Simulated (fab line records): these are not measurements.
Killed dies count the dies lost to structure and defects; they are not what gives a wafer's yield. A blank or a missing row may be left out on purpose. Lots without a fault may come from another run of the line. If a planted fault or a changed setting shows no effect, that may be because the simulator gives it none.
2 desks looking at one fault    flow nandHarc    every desk sees just its own numbers, and what lay behind them comes last

AT THE METROLOGY DESK
What the gauges read, lot by lot, whatever tool the lot ran on: means of the sampled wafers that have a number. Any lot whose mean is over 4 standard deviations away from the usual mean is out of limits and marked OUT; that distance is given in the brackets.
Columns: A = cdNm at NHARC_P_CONTACT_CD_MEAS_19, usual 90.0 nm; B = cdNm at NHARC_P_M0_CD_MEAS_09, usual 90.1 nm; C = overlayXNm at NHARC_P_M0_OVL_MEAS_10, usual 0.2 nm; D = overlayYNm at NHARC_P_M0_OVL_MEAS_10, usual -0.1 nm; E = cdNm at NHARC_P_M0_CD_MEAS_16, usual 90.1 nm
lot   first seen here  A     B     C     D     E
L514  day 5 17:35      91.0  89.6  -1.8  -1.9  89.9
L519  day 7 07:47      89.8  89.4  0.7   -0.4  88.7
L523  day 8 02:08      90.1  89.8  0.4   -0.1  89.1
L529  day 9 15:46      91.0  90.4  -0.3  0.5   90.1
L533  day 10 15:50     90.6  89.6  -0.0  -0.2  90.0
L534  day 11 01:17     88.3  89.9  0.6   -0.4  90.0
Result from this desk: across the 6 lots, nothing is out of limits.

THE DEFECT DESK
Counts from the inspections along the route, per lot, as means over the sampled wafers that have a number. Any lot whose mean is over 4 standard deviations away from the usual mean is out of limits and marked OUT; that distance is given in the brackets.
Columns: A = rawDefectCount at NHARC_P_CONTACT_INSPECT_27, usual 301; B = rawDefectCount at NHARC_P_M0_INSPECT_11, usual 3.8; C = rawDefectCount at NHARC_P_M0_INSPECT_27, usual 294
lot   first seen here  A    B    C
L514  day 6 00:07      185  1.0  238
L519  day 7 10:10      258  2.7  214
L523  day 8 04:51      292  5.3  341
L529  day 9 18:12      237  5.0  372
L533  day 10 22:58     293  2.7  167
L534  day 11 03:32     309  3.0  287
Result from this desk: across the 6 lots, nothing is out of limits.

ALL TOGETHER
Nothing out of limits was seen by the metrology desk.
The defect desk saw nothing out of limits.

WHAT HAD BEEN PUT IN BY THE SIMULATOR
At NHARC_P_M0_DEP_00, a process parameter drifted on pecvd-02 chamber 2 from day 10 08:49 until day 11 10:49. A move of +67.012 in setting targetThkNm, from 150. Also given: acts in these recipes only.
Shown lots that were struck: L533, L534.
